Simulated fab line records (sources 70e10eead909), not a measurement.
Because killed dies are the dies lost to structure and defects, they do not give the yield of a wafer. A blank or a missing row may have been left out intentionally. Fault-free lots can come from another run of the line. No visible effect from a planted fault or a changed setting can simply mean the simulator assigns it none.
Struck lot and sound lot, side by side -- flow nand-harc -- 18 steps out of a route of 1302
Sound: wafers L804.1, L804.2, L804.3. Struck: wafers L815.2, L815.3, L815.6. The cause comes at the end.
Each step with rows lists, per side, the tool, then ch with its chambers, then its first start. Under that, the readings that differ: sound wafers -- struck wafers -- difference of the means -- sigmas: that difference in standard deviations of wafers without a fault.
alike: a reading whose means differ by less than 2 such deviations, as well as words and numbers matching on both sides. not compared: withheld readings; readings where some wafer has no value; bounds like >300 that might hide an equal value; numbers whose values overlap and for which the record gives no deviation.
Wherever a step has rows on one side only, a row that says differs or no value, or a row with sigmas, the two part there. Non-overlapping numbers with no deviation appear without sigmas and do not part them. A reading missing from all wafers of one side parts the sides only when that side holds two or more wafers.

NHARC_A_BLC_CVD_24: deposits W, target thk 150 nm, time 434 s.
  sound on cvd-w-02 ch 0,1; struck on cvd-w-01 ch 0,1
  alike: heater-power-w, throttle-valve-pct
NHARC_A_BLC_CMP_25: polishes, t overpolish 30 s, target thk 150 nm.
  sound on cmp-04 ch 0,1,3, day 24 20:29; struck on cmp-03 ch 0,1, day 29 23:26
  alike: motor-current-A, overpolish-run-s, retaining-ring-pressure-frac, time-to-endpoint-s
then, 1 step without rows for these wafers: NHARC_A_BLC_SRD_27.
NHARC_A_BLC_INSPECT_28:
  sound on defect-inspect-01, day 24 20:51; struck on defect-inspect-01, day 29 23:49
  alike: raw-defect-count
then, 7 steps without rows for these wafers: NHARC_A_M0_DEP_00 (deposits SiOC, target thk 150 nm); NHARC_A_M0_DEHYDRATE_01 (time 120 s); NHARC_A_M0_HMDS_02 (time 30 s); NHARC_A_M0_COAT_33 (time 65 s); NHARC_A_M0_COAT_03 (resist thk 90 nm); NHARC_A_M0_SOFTBAKE_04 (time 55 s); NHARC_A_M0_EBR_05.
NHARC_A_M0_EXPOSE_06: exposes mask A M0, target cd 80 nm.
  sound on arfi-scanner-03 ch 0, day 24 21:37; struck on arfi-scanner-03 ch 0, day 30 00:35
reading,sound,struck,difference,sigmas
model.A_M0.overlay-x-nm (nm),0.9463 0.9463 0.9463,14.22 14.22 14.22,+13.27,
  alike: mask
then, 2 steps without rows for these wafers: NHARC_A_M0_PEB_07 (peb time 65 s); NHARC_A_M0_DEVELOP_08 (develop time 35 s).
NHARC_A_M0_CD_MEAS_09: the cd target is 80 nm.
  sound on cd-sem-03 ch 0, day 24 21:45; struck on cd-sem-03 ch 0, day 30 00:44
  alike: cd-nm
NHARC_A_M0_OVL_MEAS_10: pitch 160 nm.
  sound on overlay-01, day 24 21:50; struck on overlay-02, day 30 00:49
reading,sound,struck,difference,sigmas
overlay-x-nm (nm),1.1 0.9 0.9,15.1 14.3 13.5,+13.3,+16
  alike: overlay-y-nm
NHARC_A_M0_INSPECT_11:
  sound on defect-inspect-01, day 24 21:53; struck on defect-inspect-02, day 30 00:51
  alike: raw-defect-count
NHARC_END_SORT_01:
  the record has rows for the sound wafers here (prober-02 ch 0, day 26 09:50) and none for the struck ones

## WHERE THEY PART
At NHARC_A_M0_OVL_MEAS_10 first; at NHARC_END_SORT_01 last (within this record only).

WHY: what the simulator had put in
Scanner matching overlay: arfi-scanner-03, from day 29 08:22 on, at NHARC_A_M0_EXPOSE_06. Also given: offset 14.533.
